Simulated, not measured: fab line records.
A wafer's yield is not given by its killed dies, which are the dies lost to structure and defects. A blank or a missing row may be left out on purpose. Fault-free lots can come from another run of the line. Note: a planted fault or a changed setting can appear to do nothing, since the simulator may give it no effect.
fab line records	flow nand_harc
record: lots: 12	wafers: 36	last_day: 33
route steps=1302 shown A_SGD_CUT@905 END@1302
lots that met no fault: from a run of the same line without faults
start_h: hours from the record's first day to the start of the lot's first wafer shown	wait_h: hours from the lot's prior step to this one	" the same as in the row above	L1.1+2: several wafers, shown together as one row	- no value present, or no start provided	* or withheld: withheld	< > ~ a bound
route shown NAME@n: a module of which the file shows steps, and the number in the route of the first	usual: the fault-free wafers' mean and standard deviation	same: alike in all rows	chamber/n: place in a boat	sites: readings site by site	_std_site: standard deviation of those values	_edge_site: the outer-site mean with the inner-site mean subtracted	radius_mm: how far each site lies from the wafer's centre	mask NAME#n: copy n	behind: the last tool/chamber to shape the wafer	hold: why the lot went on hold/how many hours it stayed there/how the hold came to an end	device: the n, p or np transistor that did not switch	end of line: the tests these same wafers got at the end of their route	a step without rows: its recipe alone	killed: dies lost to structure and defects at the first sort, not the wafer's yield	map: per-die view of a wafer (x killed, . not killed, _ where there is no die)
set.NAME: the run value of the setting; set.NAME@STEP: its run value at that earlier step	model.NAME: the simulator's own value behind a step, which no gauge read
one table for each step of the route and one row for each wafer, over a sample of lots
services: the hour from which a tool's chamber was out of use, counted from the record's first day as start_h (under 0 if before that day), plus the number of hours and why
== steps ==
step: NHARC_A_SGD_CUT_ETCH_58
recipe: target_depth_a: 390	over_etch_frac: 0.3	time_s: 65	ion_energy_ev: 80	cf4_flow_sccm: 150	ar_flow_sccm: 0	rf_w: 300	bias_w: 100	chemistry: CF4
usual: bias_w: 100.04/0.29	cf4_flow_sccm: 150.0/0.47	drypump_motor_current_A: 5.8/0.4	oes_product_au: 1.007/0.011	rf_vpp_V: 151.4/1.1	showerhead_plenum_p_Torr: 1.78/0.069	throttle_valve_pct: 13.283/0.0092
lot.wafer	tool	chamber	start_h	wait_h	bias_w	cf4_flow_sccm	drypump_motor_current_A	oes_product_au	rf_hours_counter_h	rf_vpp_V	showerhead_plenum_p_Torr	throttle_valve_pct
L265.1	rie_diel-10	2	451.33	0.1	100.47	150.8	5.6	0.995	2	150.2	1.74	13.273
L265.5	"	3	"	"	100.37	150.3	5.9	0.996	-	151.7	1.82	13.284
L265.6	"	0	"	"	100.20	150.7	5.9	1.010	-	151.3	1.79	13.299
L267.4	rie_diel-01	2	492.23	0.1	100.33	149.6	6.6	1.020	6	149.8	1.66	13.288
L267.2	"	3	"	"	99.67	150.3	6.2	1.017	6	151.8	1.72	13.294
L267.5	"	0	"	"	99.69	149.6	6.0	1.003	-	152.4	1.84	13.301
L271.1	rie_diel-07	0	528.66	0.1	100.08	150.1	5.5	1.018	5	151.0	1.81	13.272
L271.4	"	2	"	"	99.98	150.7	6.6	1.000	4	151.6	1.78	13.299
L271.5	"	3	"	"	100.42	149.4	5.9	1.002	-	151.1	1.79	13.292
L272.2	rie_diel-01	0	542.71	0.1	100.06	149.6	6.0	1.000	10	153.3	1.84	13.294
L272.1	"	1	"	"	99.83	149.3	5.4	1.005	9	151.6	1.88	13.283
L272.6	"	0	"	"	99.96	150.0	6.0	0.998	-	152.1	1.84	13.292
L275.2	rie_diel-01	1	546.06	0.1	-	-	-	-	-	-	-	-
L275.1	"	3	"	"	-	-	-	-	-	-	-	-
L275.5	"	2	"	"	-	-	-	-	-	-	-	-
L274.1	rie_diel-07	0	547.42	0.1	-	-	-	-	-	-	-	-
L274.4	"	2	"	"	-	-	-	-	-	-	-	-
L274.5	"	0	"	"	-	-	-	-	-	-	-	-
L276.1	rie_diel-01	0	567.47	0.1	-	-	-	-	-	-	-	-
L276.2	"	2	"	"	-	-	-	-	-	-	-	-
L276.3	"	3	"	"	-	-	-	-	-	-	-	-
L279.4	rie_diel-01	0	584.24	0.1	100.05	150.1	6.0	1.011	1	152.2	1.84	13.294
L279.1	"	1	"	"	100.16	149.8	5.4	1.021	1	151.9	1.87	13.277
L279.3	"	3	"	"	100.47	149.9	6.2	1.021	2	149.1	1.72	13.290
L280.1	rie_diel-01	1	629.61	0.1	99.28	149.7	5.4	1.021	4	151.9	1.87	13.288
L280.3	"	3	"	"	100.49	149.8	6.2	1.002	5	150.2	1.72	13.302
L280.5	"	0	"	"	100.19	150.3	6.0	0.991	-	151.7	1.84	13.269
L282.3	rie_diel-07	3	630.04	0.2	99.97	149.4	5.9	0.982	12	150.6	1.79	13.283
L282.1	"	2	"	"	99.90	150.0	6.6	0.992	13	151.8	1.78	13.273
L282.5	"	3	"	"	99.78	149.6	5.9	0.982	-	149.4	1.79	13.280
L283.1	rie_diel-07	0	645.84	0.1	99.89	150.1	5.6	1.012	16	151.3	1.81	13.278
L283.5	"	2	"	"	100.03	149.9	6.6	0.994	-	151.6	1.78	13.288
L283.4	"	0	"	"	99.78	149.9	5.6	1.016	-	150.5	1.81	13.265
L286.1	rie_diel-01	2	660.00	0.1	99.90	148.8	6.6	0.999	7	150.0	1.66	13.291
L286.5	"	0	"	"	100.22	150.7	6.0	1.010	-	150.7	1.84	13.285
L286.6	"	1	"	"	100.30	150.0	5.4	1.013	-	152.3	1.87	13.270
step: NHARC_A_SGD_CUT_ETCH_59
recipe: target_depth_a: 2600	over_etch_frac: 0.25	time_s: 406.25	ion_energy_ev: 200	n2_flow_sccm: 150	h2_flow_sccm: 150	ar_flow_sccm: 0	rf_w: 400	bias_w: 150	chemistry: N2/H2
usual: bias_w: 150.0/0.45	chamber_pressure_mTorr: 30.000/0.024	drypump_motor_current_A: 5.9/0.4	oes_product_au: 1.008/0.011	rf_vpp_V: 430.7/2.6	showerhead_plenum_p_Torr: 2.05/0.087	throttle_valve_pct: 14.172/0.0087
lot.wafer	tool	chamber	start_h	wait_h	bias_w	chamber_pressure_mTorr	drypump_motor_current_A	oes_product_au	rf_hours_counter_h	rf_vpp_V	showerhead_plenum_p_Torr	throttle_valve_pct
L265.1	rie_diel-10	2	-	-	150.5	30.008	5.6	1.007	2	430.6	2.00	14.181
L265.5	"	3	"	"	150.4	30.006	5.9	1.009	-	431.9	2.11	14.175
L265.6	"	0	"	"	149.9	30.002	5.8	1.021	-	430.6	2.07	14.167
L267.4	rie_diel-01	1	-	-	150.8	29.995	5.4	0.990	5	433.2	2.18	14.170
L267.2	"	3	"	"	150.8	29.989	6.3	1.001	6	426.6	1.98	14.175
L267.5	"	1	"	"	149.9	30.017	5.4	0.992	-	433.2	2.18	14.157
L271.1	rie_diel-07	3	-	-	150.4	30.025	5.9	1.005	3	430.9	2.07	14.162
L271.4	"	2	"	"	149.3	30.033	6.5	0.992	4	431.1	2.05	14.167
L271.5	"	3	"	"	151.4	30.022	5.9	0.996	-	431.7	2.07	14.175
L272.1	rie_diel-01	2	-	-	150.1	29.945	6.6	1.022	11	426.5	1.90	14.171
L272.2	"	3	"	"	150.7	30.012	6.3	1.027	10	428.9	1.97	14.169
L272.6	"	1	"	"	149.8	29.964	5.4	1.011	-	434.0	2.18	14.165
L275.2	rie_diel-01	1	546.18	0.1	150.2	29.964	5.4	1.010	10	434.5	2.18	14.167
L275.1	"	3	"	"	149.8	29.971	6.3	1.024	10	428.3	1.97	14.178
L275.5	"	1	"	"	149.7	30.007	5.4	1.016	-	433.5	2.18	14.151
L274.4	rie_diel-07	0	547.54	0.1	149.9	30.011	5.6	1.013	7	432.5	2.10	14.173
L274.1	"	2	"	"	150.0	30.044	6.6	0.989	6	430.5	2.05	14.178
L274.5	"	3	"	"	150.2	30.014	5.9	1.017	-	430.8	2.06	14.186
L276.3	rie_diel-01	3	567.57	0.1	149.3	30.022	6.3	1.032	0	428.4	1.97	14.190
L276.1	"	0	"	"	150.3	30.025	6.0	1.001	0	433.2	2.13	14.175
L276.2	"	2	"	"	149.8	29.977	6.6	1.002	0	426.3	1.90	14.165
L279.4	rie_diel-01	0	-	-	150.0	29.999	6.0	0.999	2	432.7	2.13	14.173
L279.3	"	1	"	"	149.6	29.989	5.4	1.021	1	435.5	2.18	14.175
L279.1	"	2	"	"	150.3	29.997	6.6	1.000	2	426.3	1.90	14.168
L280.3	rie_diel-01	0	-	-	150.4	29.973	6.0	0.990	5	433.0	2.13	14.174
L280.1	"	1	"	"	151.1	30.016	5.5	1.014	4	434.7	2.17	14.169
L280.5	"	3	"	"	150.5	29.995	6.3	1.015	-	428.3	1.97	14.176
L282.1	rie_diel-07	0	-	-	150.6	29.960	5.5	1.022	14	432.0	2.09	14.173
L282.3	"	2	"	"	150.0	30.006	6.6	0.991	13	430.2	2.05	14.195
L282.5	"	0	"	"	149.9	30.034	5.5	1.029	-	431.6	2.09	14.168
L283.1	rie_diel-07	1	-	-	149.1	29.962	5.4	0.996	14	432.6	2.06	14.175
L283.5	"	1	"	"	149.6	29.981	5.4	1.021	-	431.8	2.06	14.178
L283.4	"	0	"	"	150.2	29.977	5.6	1.001	-	432.0	2.09	14.174
L286.1	rie_diel-01	2	-	-	149.4	30.048	6.6	0.986	7	424.5	1.90	14.181
L286.5	"	0	"	"	149.8	29.979	6.0	0.995	-	435.1	2.13	14.177
L286.6	"	1	"	"	149.6	30.006	5.4	1.005	-	434.0	2.17	14.152
step: NHARC_A_SGD_CUT_STRIP_17
recipe: o2_flow_sccm: 500	ar_flow_sccm: 0	bias_w: 0	chemistry: O2
usual: drypump_motor_current_A: 5.9/0.41	oes_product_au: 1.007/0.011	rf_vpp_V: 57.9/0.88	showerhead_plenum_p_Torr: 3.54/0.14	throttle_valve_pct: 17.036/0.008
lot.wafer	tool	chamber	start_h	wait_h	drypump_motor_current_A	oes_product_au	rf_hours_counter_h	rf_vpp_V	showerhead_plenum_p_Torr	throttle_valve_pct
L265.1	rie_diel-10	2	-	-	5.5	1.004	2	58.3	3.47	17.032
L265.6	"	0	"	"	5.9	1.009	-	57.7	3.58	17.039
L265.5	"	1	"	"	5.4	1.022	-	58.3	3.31	17.037
L267.4	rie_diel-01	1	-	-	5.4	1.002	6	56.9	3.74	17.027
L267.2	"	3	"	"	6.2	1.007	7	58.9	3.43	17.052
L267.5	"	2	"	"	6.6	1.014	-	57.4	3.31	17.024
L271.1	rie_diel-07	0	-	-	5.5	1.007	5	58.9	3.62	17.035
L271.4	"	1	"	"	5.4	1.007	5	57.9	3.56	17.043
L271.5	"	0	"	"	5.6	1.009	-	58.4	3.62	17.027
L272.2	rie_diel-01	0	-	-	6.0	0.991	10	59.4	3.67	17.029
L272.1	"	1	"	"	5.4	1.003	10	59.8	3.74	17.037
L272.6	"	0	"	"	6.0	0.981	-	60.3	3.67	17.026
L275.2	rie_diel-01	2	-	-	6.6	1.023	11	58.9	3.31	17.049
L275.1	"	0	"	"	6.0	0.988	10	58.8	3.67	17.035
L275.5	"	2	"	"	6.5	1.029	-	58.2	3.31	17.031
L274.1	rie_diel-07	3	-	-	5.9	1.005	6	57.4	3.57	17.049
L274.4	"	2	"	"	6.5	0.991	6	57.9	3.55	17.032
L274.5	"	3	"	"	5.9	1.009	-	57.8	3.57	17.043
L276.3	rie_diel-01	3	-	-	6.3	1.015	0	58.2	3.43	17.033
L276.2	"	0	"	"	6.1	1.006	0	58.9	3.67	17.037
L276.1	"	1	"	"	5.4	1.011	0	59.2	3.74	17.044
L279.4	rie_diel-01	3	-	-	6.2	1.022	2	56.2	3.43	17.035
L279.3	"	0	"	"	6.0	1.007	2	55.4	3.67	17.039
L279.1	"	1	"	"	5.5	1.012	2	58.7	3.74	17.042
L280.3	rie_diel-01	0	-	-	6.0	0.986	5	58.2	3.66	17.037
L280.1	"	3	"	"	6.2	1.011	6	59.0	3.42	17.041
L280.5	"	0	"	"	6.0	0.998	-	57.5	3.66	17.042
L282.1	rie_diel-07	1	-	-	5.4	1.009	12	58.7	3.56	17.032
L282.3	"	0	"	"	5.5	1.018	15	58.3	3.61	17.034
L282.5	"	2	"	"	6.6	1.003	-	59.7	3.55	17.034
L283.1	rie_diel-07	2	-	-	6.6	1.002	15	57.4	3.55	17.028
L283.4	"	1	"	"	5.4	1.009	-	58.1	3.56	17.048
L283.5	"	2	"	"	6.6	0.996	-	57.8	3.55	17.033
L286.1	rie_diel-01	0	-	-	6.0	1.008	8	58.0	3.66	17.039
L286.6	"	1	"	"	5.4	1.009	-	58.1	3.74	17.045
L286.5	"	0	"	"	6.0	0.998	-	58.4	3.66	17.024
step: NHARC_END_SORT_01
recipe: temp_c: 25
usual: killed_at_array: 59/21	killed_at_other: 1.0/1.1	killed_at_periphery: 4.0/2.6	killed_dies: 64/21	killed_open: 3.2/1.7	killed_short: 2.5/1.5
same: gross_dies: 677
lot.wafer	tool	chamber	start_h	wait_h	killed_at_array	killed_at_other	killed_at_periphery	killed_dies	killed_open	killed_short
L274.1	prober-01	0	673.40	2.5	673	1	3	677	4	3
L274.4	prober-01	0	675.79	3.4	673	1	3	677	4	1
L274.5	prober-01	0	676.59	3.7	675	0	2	677	4	2
L275.1	prober-02	0	673.42	2.5	673	1	3	677	3	3
L275.2	prober-02	0	674.22	2.8	673	2	2	677	1	2
L275.5	prober-02	0	676.64	3.7	673	1	3	677	2	1
L276.1	prober-01	0	694.75	2.5	668	0	9	677	1	4
L276.2	prober-01	0	695.56	2.8	668	2	7	677	1	2
L276.3	prober-01	0	696.37	3.1	672	2	3	677	2	2
killed by level:class
L274.1 A_SGD_CUT:area_etch=640 A_CHANNEL_HOLE_D2:chamber_film_flake=13 A_CHANNEL_HOLE_D1:chamber_film_flake=5 A_SLIT:chamber_film_flake=3 P_ZERO_WELL:chamber_film_flake=2 A_DECK1_JOINT:chamber_film_flake=2 A_WL_FILL:chamber_film_flake=2 P_GATE:geometric_particle:open=1
L275.1 A_SGD_CUT:area_etch=593 A_CHANNEL_HOLE_D1:chamber_film_flake=34 A_SLIT:chamber_film_flake=26 A_CHANNEL_HOLE_D2:chamber_film_flake=14 P_CONTACT:geometric_particle:open=1 A_SOURCE_PLATE:geometric_particle:open=1 A_ONON_D1:geometric_particle:short=1 A_ONON_D2:geometric_particle:open=1
L275.2 A_SGD_CUT:area_etch=598 A_CHANNEL_HOLE_D1:chamber_film_flake=32 A_SLIT:chamber_film_flake=26 A_CHANNEL_HOLE_D2:chamber_film_flake=13 THIN_TSV:chamber_film_flake=2 A_CONTACT:chamber_film_flake=2 P_GATE:geometric_particle:short=1 A_DECK1_JOINT:geometric_particle:short=1
L274.4 A_SGD_CUT:area_etch=638 A_CHANNEL_HOLE_D2:chamber_film_flake=18 A_CHANNEL_HOLE_D1:chamber_film_flake=6 A_BLC:geometric_particle:open=2 P_ZERO_WELL:chamber_film_flake=2 A_SLIT:chamber_film_flake=2 P_CONTACT:geometric_particle:open=1 A_CHANNEL_HOLE_D2:geometric_particle:open=1
L274.5 A_SGD_CUT:area_etch=637 A_CHANNEL_HOLE_D2:chamber_film_flake=21 A_CHANNEL_HOLE_D1:chamber_film_flake=4 A_CONTACT:chamber_film_flake=4 A_SLIT:chamber_film_flake=3 A_CHANNEL_HOLE_D2:geometric_particle:short=2 P_CONTACT:geometric_particle:open=1 P_M0:geometric_particle:open=1
L275.5 A_SGD_CUT:area_etch=588 A_SLIT:chamber_film_flake=36 A_CHANNEL_HOLE_D1:chamber_film_flake=30 A_CHANNEL_HOLE_D2:chamber_film_flake=15 P_GATE:geometric_particle:open=1 A_CHANNEL_FILL_D1:geometric_particle:open=1 A_CHANNEL_FILL_D2:geometric_particle:short=1 P_ZERO_WELL:chamber_film_flake=1
L276.1 A_SGD_CUT:area_etch=589 A_SLIT:chamber_film_flake=31 A_CHANNEL_HOLE_D1:chamber_film_flake=29 A_SGD_CUT:chamber_film_flake=8 A_CONTACT:chamber_film_flake=4 P_ZERO_WELL:chamber_film_flake=3 P_M2:chamber_film_flake=3 A_STAIRCASE:chamber_film_flake=2
L276.2 A_SGD_CUT:area_etch=568 A_CHANNEL_HOLE_D1:chamber_film_flake=41 A_SLIT:chamber_film_flake=40 A_CONTACT:chamber_film_flake=9 A_SGD_CUT:chamber_film_flake=6 P_ZERO_WELL:chamber_film_flake=4 P_M2:chamber_film_flake=2 THIN_TSV:chamber_film_flake=2
L276.3 A_SGD_CUT:area_etch=586 A_CHANNEL_HOLE_D1:chamber_film_flake=37 A_SLIT:chamber_film_flake=33 A_DECK1_JOINT:chamber_film_flake=4 A_SGD_CUT:chamber_film_flake=4 A_CONTACT:chamber_film_flake=3 P_BONDPAD:chamber_film_flake=2 A_WL_FILL:chamber_film_flake=2
== services ==
tool	chamber	start_h	hours	kind
rie_diel-01	0	438.80	-	clean
rie_diel-01	1	438.80	-	clean
rie_diel-01	2	438.80	-	clean
rie_diel-01	3	438.80	-	clean
rie_diel-07	2	442.55	3.9	repair
rie_diel-01	0	463.37	-	clean
rie_diel-01	1	463.37	-	clean
rie_diel-01	2	463.37	-	clean
rie_diel-01	3	463.37	-	clean
rie_diel-10	0	469.91	1.8	repair
rie_diel-07	-	471.26	9.0	pm
rie_diel-07	3	484.98	10.3	repair
rie_diel-10	0	499.74	4.9	repair
rie_diel-10	2	509.50	4.9	repair
rie_diel-07	2	516.20	3.2	repair
rie_diel-01	0	555.35	1.4	repair
rie_diel-01	-	557.80	9.0	pm
rie_diel-07	1	582.54	3.6	repair
rie_diel-01	2	585.60	7.8	repair
rie_diel-10	-	596.50	9.0	pm
rie_diel-07	3	603.12	7.9	repair
rie_diel-01	3	637.68	29.2	repair
rie_diel-07	3	644.79	21.4	repair
rie_diel-07	-	648.26	9.0	pm
== key ==
first_sign: step: NHARC_A_SGD_CUT_ETCH_58	reading: tool_record	direction: missing
effect: step: NHARC_END_SORT_01	reading: killed_at_array	direction: up	sigmas: 29	usual: 59	struck: 672
more_kills_born_at: NHARC_A_SGD_CUT_ETCH_58@rie_diel-01: 3522	NHARC_A_SGD_CUT_ETCH_58@rie_diel-07: 1915
met_at NHARC_A_SGD_CUT_ETCH_58
struck_lots L274,L275,L276
later_rows_left_out L274.1,L274.4,L274.5,L275.1,L275.2,L275.5,L276.1,L276.2,L276.3
tester_left_out L274,L275,L276
not_acting_at NHARC_A_SGD_CUT_ETCH_59,NHARC_A_SGD_CUT_STRIP_17
onset_between 542.71 546.06
fault: kind: skipped_step_whole	tool: rie_diel-01,rie_diel-07	chamber: -	onset_h: 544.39	steps: NHARC_A_SGD_CUT_ETCH_58	scope: struck_lots_only
tester_left_out: of these lots the tester's yield and bins aren't shown, on N5 and GAA mostly nor the transistor test; their killed dies are dies lost to structure and defects alone, not to doping, threshold or leakage, so they don't give the yield
later_rows_left_out: the simulator's readings of these wafers behind a module that went badly wrong aren't trusted and aren't shown, but for the sort
